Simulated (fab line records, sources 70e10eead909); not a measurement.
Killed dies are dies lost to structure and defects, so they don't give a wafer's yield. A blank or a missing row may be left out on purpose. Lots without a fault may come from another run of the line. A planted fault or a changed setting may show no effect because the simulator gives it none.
Which tool did it? | flow nand_harc | 14 lots, 42 wafers sampled, at 5 steps of a route of 1302

WHAT THE GAUGES READ, wafer by wafer
NHARC_END_SORT_01. Usual: killed_at_array 58, standard deviation 22; killed_at_other 1.0, standard deviation 1.3; killed_at_periphery 5, standard deviation 3.4; killed_dies 64, standard deviation 22; killed_open 3.6, standard deviation 1.8; killed_short 2.4, standard deviation 1.7.
lot  | measured     | on        | killed_at_array | killed_at_other | killed_at_periphery | killed_dies | killed_open | killed_short | flag
L283 | day 29 05:23 | prober-01 | 313 122 323     | 0 0 0           | 1 2 3               | 314 124 326 | 1 3 5       | 2 2 1        | OFF
L284 | day 29 05:26 | prober-02 | 222 238 245     | 0 0 0           | 3 1 3               | 225 239 248 | 2 1 4       | 4 1 0        | OFF
L286 | day 30 09:10 | prober-02 | 272 240 184     | 3 1 0           | 3 10 8              | 278 251 192 | 1 3 5       | 3 6 5        | OFF

WHICH TOOL RAN EACH LOT (tool, then ch and the chambers of the sampled wafers, then the start)
lot  | NHARC_A_STAIRCASE_DEP_259       | NHARC_A_BONDPAD_ANNEAL_28        | NHARC_A_BONDPAD_CMP_19        | NHARC_THIN_TSV_STRIP_62
L271 | pecvd-01 ch 0,2, day 16 17:02   | rtp_anneal-02 ch 0, day 23 12:46 | cmp-04 ch 2,3, day 23 13:00   | plasma_asher-02 ch 0,1, day 24 04:21
L272 | pecvd-04 ch 0,1, day 16 22:22   | rtp_anneal-02 ch 0, day 23 18:07 | cmp-02 ch 0,1,3, day 23 18:22 | plasma_asher-01 ch 0,1, day 24 09:39
L273 | pecvd-02 ch 0,1, day 17 12:23   | rtp_anneal-02 ch 0, day 24 00:20 | cmp-02 ch 0,1,2, day 24 00:44 | plasma_asher-02 ch 0,1, day 24 16:53
L277 | pecvd-04 ch 1,2, day 18 21:11   | rtp_anneal-01 ch 0, day 25 16:40 | cmp-04 ch 0,1,3, day 25 17:00 | plasma_asher-01 ch 0,1, day 26 08:19
L280 | pecvd-02 ch 1,2, day 19 22:03   | rtp_anneal-02 ch 0, day 26 17:03 | cmp-02 ch 0,2,3, day 26 17:17 | plasma_asher-01 ch 0,1, day 27 07:52
L279 | pecvd-02 ch 0,2, day 20 02:21   | rtp_anneal-02 ch 0, day 26 14:52 | cmp-02 ch 0,2,3, day 26 15:13 | plasma_asher-02 ch 1, day 27 06:49
L281 | pecvd-02 ch 0,2, day 20 18:47   | rtp_anneal-02 ch 0, day 27 05:16 | cmp-02 ch 0,2, day 27 05:35   | plasma_asher-01 ch 0,1, day 27 21:08
L283 | pecvd-02 ch 0,2, day 21 11:44   | rtp_anneal-01 ch 0, day 28 01:22 | cmp-02 ch 0,1,3, day 28 01:46 | plasma_asher-02 ch 0,1, day 28 18:04
L284 | pecvd-02 ch 1,2, day 21 12:10   | rtp_anneal-02 ch 0, day 28 03:17 | cmp-02 ch 1,2, day 28 03:38   | plasma_asher-01 ch 0,1, day 28 17:18
L286 | pecvd-02 ch 0,1,2, day 22 08:47 | rtp_anneal-02 ch 0, day 29 00:38 | cmp-04 ch 2,3, day 29 00:49   | plasma_asher-01 ch 0,1, day 29 19:45
L285 | pecvd-01 ch 1, day 22 13:03     | rtp_anneal-01 ch 0, day 28 20:39 | cmp-01 ch 0,2,3, day 28 21:00 | plasma_asher-01 ch 0,1, day 29 18:14
L292 | pecvd-02 ch 0,1,2, day 25 05:02 | rtp_anneal-02 ch 0, day 31 22:52 | cmp-01 ch 0,1,3, day 31 23:13 | plasma_asher-01 ch 0,1, day 32 16:23
L293 | pecvd-01 ch 1,2, day 25 18:07   | rtp_anneal-01 ch 0, day 32 06:37 | cmp-04 ch 1,2, day 32 06:56   | plasma_asher-01 ch 0,1, day 32 22:29
L294 | pecvd-04 ch 0,1,2, day 25 18:11 | rtp_anneal-01 ch 0, day 32 13:37 | cmp-01 ch 0,1,2, day 32 13:53 | plasma_asher-01 ch 0,1, day 33 07:02
- NHARC_A_STAIRCASE_DEP_259: deposits SiON, target thk 30 nm.
- NHARC_A_BONDPAD_ANNEAL_28: time 90 s.
- NHARC_A_BONDPAD_CMP_19: polishes, t overpolish 30 s, cu recess touch 16 s, target thk 169.82 nm.
- NHARC_THIN_TSV_STRIP_62: strips in N2/H2, time 20 s.

WHAT THE TOOLS THEMSELVES READ (means of the sampled wafers that have a number; where no wafer has one, the mark that the record gives instead)
NHARC_A_STAIRCASE_DEP_259. Usual: heater_power_w 754 W, standard deviation 130.
lot  | tool     | heater_power_w (W) | flag
L271 | pecvd-01 | 871                |
L272 | pecvd-04 | 569                |
L273 | pecvd-02 | 709                |
L277 | pecvd-04 | 702                |
L280 | pecvd-02 | 766                |
L279 | pecvd-02 | 807                |
L281 | pecvd-02 | 835                |
L283 | pecvd-02 | 850                |
L284 | pecvd-02 | 777                |
L286 | pecvd-02 | 744                |
L285 | pecvd-01 | 724                |
L292 | pecvd-02 | 755                |
L293 | pecvd-01 | 724                |
L294 | pecvd-04 | 677                |

NHARC_A_BONDPAD_ANNEAL_28. Usual: wafer_temp_C_max 225.62, standard deviation 0.23.
lot  | tool          | wafer_temp_C_max | flag
L271 | rtp_anneal-02 | 225.30           |
L272 | rtp_anneal-02 | 225.47           |
L273 | rtp_anneal-02 | 225.68           |
L277 | rtp_anneal-01 | 225.91           |
L280 | rtp_anneal-02 | 225.65           |
L279 | rtp_anneal-02 | 225.73           |
L281 | rtp_anneal-02 | 225.34           |
L283 | rtp_anneal-01 | 225.59           |
L284 | rtp_anneal-02 | 225.29           |
L286 | rtp_anneal-02 | 225.64           |
L285 | rtp_anneal-01 | 225.68           |
L292 | rtp_anneal-02 | 225.51           |
L293 | rtp_anneal-01 | 225.75           |
L294 | rtp_anneal-01 | 225.79           |

NHARC_A_BONDPAD_CMP_19. Usual: motor_current_A 12.6 A, standard deviation 1.3; overpolish_run_s 30.002 s, standard deviation 0.0086.
lot  | tool   | motor_current_A (A) | overpolish_run_s (s) | flag
L271 | cmp-04 | 12.9                | 29.994               |
L272 | cmp-02 | 12.0                | 30.002               |
L273 | cmp-02 | 12.1                | 30.005               |
L277 | cmp-04 | 12.2                | 29.994               |
L280 | cmp-02 | 11.4                | 30.014               |
L279 | cmp-02 | 11.5                | 30.004               |
L281 | cmp-02 | 11.2                | 30.002               |
L283 | cmp-02 | 12.0                | 30.005               |
L284 | cmp-02 | 12.0                | 30.011               |
L286 | cmp-04 | 13.2                | 30.006               |
L285 | cmp-01 | 13.2                | 30.005               |
L292 | cmp-01 | 14.5                | 30.003               |
L293 | cmp-04 | 12.1                | 30.003               |
L294 | cmp-01 | 14.3                | 29.999               |

NHARC_THIN_TSV_STRIP_62. Usual: drypump_motor_current_A 5.6 A, standard deviation 0.68; heater_power_w 312 W, standard deviation 34.
lot  | tool            | drypump_motor_current_A (A) | heater_power_w (W) | flag
L271 | plasma_asher-02 | 6.2                         | 289                |
L272 | plasma_asher-01 | 5.1                         | 309                |
L273 | plasma_asher-02 | 6.3                         | 283                |
L277 | plasma_asher-01 | 5.1                         | 310                |
L280 | plasma_asher-01 | 5.1                         | 311                |
L279 | plasma_asher-02 | 6.4                         | 288                |
L281 | plasma_asher-01 | 4.9                         | 334                |
L283 | plasma_asher-02 | 6.3                         | 300                |
L284 | plasma_asher-01 | 5.1                         | 316                |
L286 | plasma_asher-01 | 4.9                         | 334                |
L285 | plasma_asher-01 | 4.9                         | 332                |
L292 | plasma_asher-01 | 5.1                         | 303                |
L293 | plasma_asher-01 | 5.1                         | 309                |
L294 | plasma_asher-01 | 5.1                         | 311                |

THE ANSWER, worked out from the rows above alone
Rule: a lot is off if the mean of its wafers that have a number lies more than 3 standard deviations from the usual mean. A lot without any number at a reading at which 4 lots or more have one is off too. The other lots that the step has rows for count as sound. The gauges are gone through in route order, then the tools' own readings, and for those a lot's mean is taken as printed above. The first step at which some lot is off is used, and at that step the reading that is off furthest; a lot without a number counts as furthest.
Off: L283, L284, L286, at NHARC_END_SORT_01 (killed_at_array). Neither off nor sound, because the step has no rows for them: L271, L272, L273, L277, L280, L279, L281, L285, L292, L293, L294.
A tool fits if, at a process step before that reading, it ran every lot that is off, and no sound lot after the first of them. The gauges at NHARC_END_SORT_01 are tried like those tools. One fits: pecvd-02 at NHARC_A_STAIRCASE_DEP_259. It ran no sound lot before its first lot that is off in this sample, so the start can't be narrowed down.

WHAT THE SIMULATOR HAD PUT IN
Process parameter drift: pecvd-02, from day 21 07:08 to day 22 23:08, at NHARC_A_STAIRCASE_DEP_259. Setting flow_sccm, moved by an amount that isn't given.
Lots struck among those shown: L283, L284, L286. The rule above found the same.
